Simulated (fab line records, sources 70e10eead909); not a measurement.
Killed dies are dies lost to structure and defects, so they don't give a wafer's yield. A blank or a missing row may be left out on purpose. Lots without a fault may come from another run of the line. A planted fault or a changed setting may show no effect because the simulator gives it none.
Which tool did it? | flow nand_harc | 7 lots, 21 wafers sampled, at 5 steps of a route of 1302

WHAT THE GAUGES READ, wafer by wafer
NHARC_END_SORT_01.
lot  | measured     | on        | killed_at_array
L934 | day 26 00:33 | prober-02 | 47 51 44
L936 | day 27 10:03 | prober-02 | 93 79 86
L938 | day 27 19:41 | prober-02 | 58 70 85
L941 | day 29 16:53 | prober-02 | 83 74 85
L942 | day 30 00:05 | prober-01 | 50 50 39
L947 | day 31 00:34 | prober-02 | 132 154 128
L948 | day 33 11:44 | prober-01 | 67 56 60

WHICH TOOL RAN EACH LOT (tool, then ch and the chambers of the sampled wafers, then the start)
lot  | NHARC_A_CONTACT_ETCH_126             | NHARC_THIN_TSV_PVD_19                   | NHARC_THIN_TSV_PVD_51                   | NHARC_THIN_TSV_STRIP_56
L934 | har_cap_etch-02 ch 0,1, day 23 16:56 | pvd_sputter-02, day 25 14:15 or earlier | pvd_sputter-02, day 25 14:15 or earlier | plasma_asher-02 ch 0, day 25 14:15
L936 | har_cap_etch-03 ch 0,1, day 25 00:58 | pvd_sputter-01, day 27 01:40 or earlier | pvd_sputter-01, day 27 01:40 or earlier | plasma_asher-02 ch 0,1, day 27 01:40
L938 | har_cap_etch-01 ch 0,1, day 25 11:32 | pvd_sputter-02, day 27 11:07 or earlier | pvd_sputter-02, day 27 11:07 or earlier | plasma_asher-01 ch 0,1, day 27 11:07
L941 | har_cap_etch-03 ch 0, day 27 06:41   | pvd_sputter-01, day 29 08:22 or earlier | pvd_sputter-01, day 29 08:22 or earlier | plasma_asher-02 ch 0,1, day 29 08:22
L942 | har_cap_etch-02 ch 0,1, day 27 10:51 | pvd_sputter-02, day 29 14:13 or earlier | pvd_sputter-02, day 29 14:13 or earlier | plasma_asher-02 ch 0,1, day 29 14:13
L947 | har_cap_etch-03 ch 0,1, day 28 13:39 | pvd_sputter-01, day 30 15:42 or earlier | pvd_sputter-01, day 30 15:42 or earlier | plasma_asher-01 ch 1, day 30 15:42
L948 | har_cap_etch-01 ch 0,1, day 30 12:07 | pvd_sputter-01, day 32 19:31 or earlier | pvd_sputter-01, day 32 19:31 or earlier | plasma_asher-01 ch 0,1, day 32 19:31
- NHARC_A_CONTACT_ETCH_126: etches the open film in C4F8/O2/Ar, time 197 s, target depth 1918 nm.
- NHARC_THIN_TSV_PVD_19: deposits TaN, target thk 20 nm.
- NHARC_THIN_TSV_PVD_51: deposits Cu, target thk 100 nm.
- NHARC_THIN_TSV_STRIP_56: strips in O2.

THE ANSWER, worked out from the rows above alone
Rule: what is usual is taken from the lots themselves. Put in order of their means at a reading, lots are off if they are a third of the lots or fewer, leave a main group of 4 or more, and stand apart from it by a gap of 3 or more times the standard deviation of the main group's means; of several such gaps the widest counts. A main group whose means are all the same, to the digits that the tables above print for the reading, isn't used. A lot without any number at a reading at which 4 lots or more have one is off too. The other lots that the step has rows for count as sound.
Off: L947, at NHARC_END_SORT_01 (killed_at_array). The main group: mean 65, standard deviation 15.
A tool fits if, at a process step before that reading, it ran every lot that is off, and no sound lot after the first of them. The gauges at NHARC_END_SORT_01 are tried like those tools. NHARC_THIN_TSV_PVD_19 gives no start for some lots, so the hours and the order of its lots are those of NHARC_THIN_TSV_STRIP_56. NHARC_THIN_TSV_PVD_51 gives no start for some lots, so the hours and the order of its lots are those of NHARC_THIN_TSV_STRIP_56. Can't be told from this: 2 tools fit, har_cap_etch-03 at NHARC_A_CONTACT_ETCH_126, prober-02 at NHARC_END_SORT_01.

WHAT THE SIMULATOR HAD PUT IN
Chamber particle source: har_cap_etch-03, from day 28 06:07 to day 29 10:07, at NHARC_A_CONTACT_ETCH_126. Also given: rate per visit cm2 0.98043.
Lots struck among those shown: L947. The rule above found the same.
